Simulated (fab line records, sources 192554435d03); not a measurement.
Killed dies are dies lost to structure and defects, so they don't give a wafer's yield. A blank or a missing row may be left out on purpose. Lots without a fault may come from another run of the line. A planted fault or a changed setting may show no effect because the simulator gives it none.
Split-lot experiment | flow n5_finfet | 7 lots, 39 wafers read, on a route of 1938 steps

THE SPLIT
At N5_MOL_CONTACT_COAG_VIA_ETCH_117 (etches SiO2 in C4F6/O2, target depth 40 nm, overetch 8 nm, time 26 s), the setting bias_w was moved away from the recipe's 455 W on 15 of the 39 wafers read, by -11.3% to +9.3%. The other wafers ran this setting at the recipe's value.

The reading is taken at the split's own step.

THE READING
rf_vpp_V, in V, at N5_MOL_CONTACT_COAG_VIA_ETCH_117 (etches SiO2 in C4F6/O2, target depth 40 nm, overetch 8 nm, time 26 s). Fault-free wafers of this fab line usually give 1600 V, standard deviation 30 V.

wafer  | tool, chamber at the split | bias_w as run, W | against the recipe | rf_vpp_V, V | against lot-mates on the recipe
L078.1 | rie_diel-05, 0             | 455              | recipe             | 1623        | -
L078.2 | rie_diel-05, 2             | 411              | -9.7%              | 1464        | -143
L078.3 | rie_diel-05, 3             | 411              | -9.7%              | 1492        | -115
L078.4 | rie_diel-05, 1             | 455              | recipe             | 1618        | -
L078.5 | rie_diel-05, 2             | 455              | recipe             | 1580        | -
L078.6 | rie_diel-05, 1             | 411              | -9.7%              | 1498        | -109
L081.1 | rie_diel-06, 3             | 488.3            | +7.3%              | 1680        | +51
L081.2 | rie_diel-06, 2             | 455              | recipe             | 1616        | -
L081.3 | rie_diel-06, 1             | 455              | recipe             | 1636        | -
L081.4 | rie_diel-06, 2             | 488.3            | +7.3%              | 1702        | +73
L081.5 | rie_diel-06, 3             | 488.3            | +7.3%              | 1679        | +50
L081.6 | rie_diel-06, 1             | 455              | recipe             | 1635        | -
L085.1 | rie_diel-05, 3             | 455              | recipe             | 1610        | -
L085.2 | rie_diel-05, 2             | 497.5            | +9.3%              | 1690        | +78
L085.3 | rie_diel-05, 1             | 497.5            | +9.3%              | 1727        | +115
L085.4 | rie_diel-05, 2             | 497.5            | +9.3%              | 1690        | +78
L085.5 | rie_diel-05, 3             | 455              | recipe             | 1610        | -
L085.6 | rie_diel-05, 1             | 455              | recipe             | 1617        | -
L090.1 | rie_diel-06, 1             | 487.8            | +7.2%              | 1722        | +163
L090.2 | rie_diel-06, 3             | 487.8            | +7.2%              | 1676        | +117
L090.3 | rie_diel-06, 2             | 487.8            | +7.2%              | 1701        | +142
L090.4 | rie_diel-06, 0             | 455              | recipe             | 1541        | -
L090.5 | rie_diel-06, 0             | 455              | recipe             | 1542        | -
L090.6 | rie_diel-06, 3             | 455              | recipe             | 1593        | -
L091.2 | rie_diel-02, 3             | 455              | recipe             | 1576        | -
L091.4 | rie_diel-02, 0             | 455              | recipe             | 1641        | -
L091.6 | rie_diel-02, 0             | 455              | recipe             | 1641        | -
L094.1 | rie_diel-05, 1             | 403.8            | -11.3%             | 1478        | -130
L094.2 | rie_diel-05, 3             | 403.8            | -11.3%             | 1472        | -136
L094.3 | rie_diel-05, 2             | 455              | recipe             | 1580        | -
L094.4 | rie_diel-05, 0             | 455              | recipe             | 1622        | -
L094.5 | rie_diel-05, 0             | 455              | recipe             | 1622        | -
L094.6 | rie_diel-05, 1             | 403.8            | -11.3%             | 1478        | -130
L097.1 | rie_diel-06, 3             | 455              | recipe             | 1593        | -
L097.2 | rie_diel-06, 1             | 455              | recipe             | 1635        | -
L097.3 | rie_diel-06, 0             | 455              | recipe             | 1539        | -
L097.4 | rie_diel-06, 2             | 455              | recipe             | 1615        | -
L097.5 | rie_diel-06, 1             | 455              | recipe             | 1634        | -
L097.6 | rie_diel-06, 2             | 455              | recipe             | 1614        | -

THE FIT
A straight line over all 39 wafers: rf_vpp_V changes by +11.6 V for each +1% of bias_w; r = +0.93; the points scatter about the line by 27 V.
The same after taking each lot's own level away (the mean of its wafers on the recipe; 39 wafers): +12 V for each +1%; r = +0.93; scatter 28 V.
On that fit, the largest move of bias_w shifts the reading by 1.3e+02 V.
The lots' own levels span 1558.7 to 1629.0 V, that is 2.3 times the standard deviation above.
So the lot-to-lot level changes the slope little: the two slopes agree.
Check: with one of the wafers moved furthest among these (-11.3%) left out of the fit, the line predicts -136 V for it against its lot-mates. It came out at -130 V against them.
Tool readings at the split's step, against how far the setting was moved: rf_vpp_V r = +0.93.

OTHER SPLITS ON THESE WAFERS
These wafers also went through other splits before the reading. Each is held against what the fit with the lots' levels taken away leaves over:
other split on the same wafers       | wafers away from the commonest value | r with rf_vpp_V (lot level and that fit taken away)
N5_DUMMY_GATE_ETCH_31 target_depth_a | 18                                   | -0.27
N5_SD_EPI_N_EPI_21 epi_growth_time_s | 6                                    | +0.09
N5_HKMG_FIN_ETCH_55 bias_w           | 15                                   | +0.28
N5_HKMG_FIN_ETCH_58 target_depth_a   | 15                                   | +0.24

THE FILE'S OWN FIT
rf_vpp_V changes by +12 V for each +1% of bias_w, r = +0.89.
